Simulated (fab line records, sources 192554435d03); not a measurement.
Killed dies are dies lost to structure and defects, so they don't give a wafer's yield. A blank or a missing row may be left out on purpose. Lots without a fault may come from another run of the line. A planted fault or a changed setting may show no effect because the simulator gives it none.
Which tool did it? | flow n5_finfet | 7 lots, 21 wafers sampled, at 2 steps of a route of 1938

WHAT THE GAUGES READ, wafer by wafer
N5_BEOL_M8_CD_MEAS_11: target cd 38.5 nm.
lot  | measured     | on        | cd_nm (nm)
L161 | day 9 17:05  | cd_sem-03 | 39.4 39.5 39.3
L167 | day 10 17:59 | cd_sem-03 | 43.7 43.4 43.0
L170 | day 11 16:20 | cd_sem-03 | 42.1 42.6 43.6
L171 | day 11 21:08 | cd_sem-02 | 37.8 38.9 38.5
L173 | day 12 12:22 | cd_sem-01 | 37.7 37.9 37.1
L175 | day 12 21:02 | cd_sem-01 | 38.7 38.7 40.1
L177 | day 13 12:00 | cd_sem-03 | 37.3 37.5 38.1

WHICH TOOL RAN EACH LOT (tool, then ch and the chambers of the sampled wafers, then the start)
lot  | N5_BEOL_M8_EXPOSE_08
L161 | arfi_scanner-01 ch 0, day 9 16:58
L167 | arfi_scanner-01 ch 0, day 10 17:52
L170 | arfi_scanner-01 ch 0, day 11 16:13
L171 | arfi_scanner-02 ch 0, day 11 21:01
L173 | arfi_scanner-02 ch 0, day 12 12:14
L175 | arfi_scanner-02 ch 0, day 12 20:54
L177 | arfi_scanner-03 ch 0, day 13 11:53
- N5_BEOL_M8_EXPOSE_08: exposes mask M8.

THE ANSWER, worked out from the rows above alone
Rule: what is usual is taken from the lots themselves. Put in order of their means at a reading, lots are off if they are a third of the lots or fewer, leave a main group of 4 or more, and stand apart from it by a gap of 3 or more times the standard deviation of the main group's means; of several such gaps the widest counts. A main group whose means are all the same, to the digits that the tables above print for the reading, isn't used. A lot without any number at a reading at which 4 lots or more have one is off too. The other lots that the step has rows for count as sound.
Off: L167, L170, at N5_BEOL_M8_CD_MEAS_11 (cd_nm). The main group: mean 38.4 nm, standard deviation 0.76.
A tool fits if, at a process step before that reading, it ran every lot that is off, and no sound lot after the first of them. The gauges at N5_BEOL_M8_CD_MEAS_11 are tried like those tools. One fits: arfi_scanner-01 at N5_BEOL_M8_EXPOSE_08. Its last sound lot is L161 (day 9 16:58), its first lot that is off L167 (day 10 17:52): a fault that began between those two fits.

WHAT THE SIMULATOR HAD PUT IN
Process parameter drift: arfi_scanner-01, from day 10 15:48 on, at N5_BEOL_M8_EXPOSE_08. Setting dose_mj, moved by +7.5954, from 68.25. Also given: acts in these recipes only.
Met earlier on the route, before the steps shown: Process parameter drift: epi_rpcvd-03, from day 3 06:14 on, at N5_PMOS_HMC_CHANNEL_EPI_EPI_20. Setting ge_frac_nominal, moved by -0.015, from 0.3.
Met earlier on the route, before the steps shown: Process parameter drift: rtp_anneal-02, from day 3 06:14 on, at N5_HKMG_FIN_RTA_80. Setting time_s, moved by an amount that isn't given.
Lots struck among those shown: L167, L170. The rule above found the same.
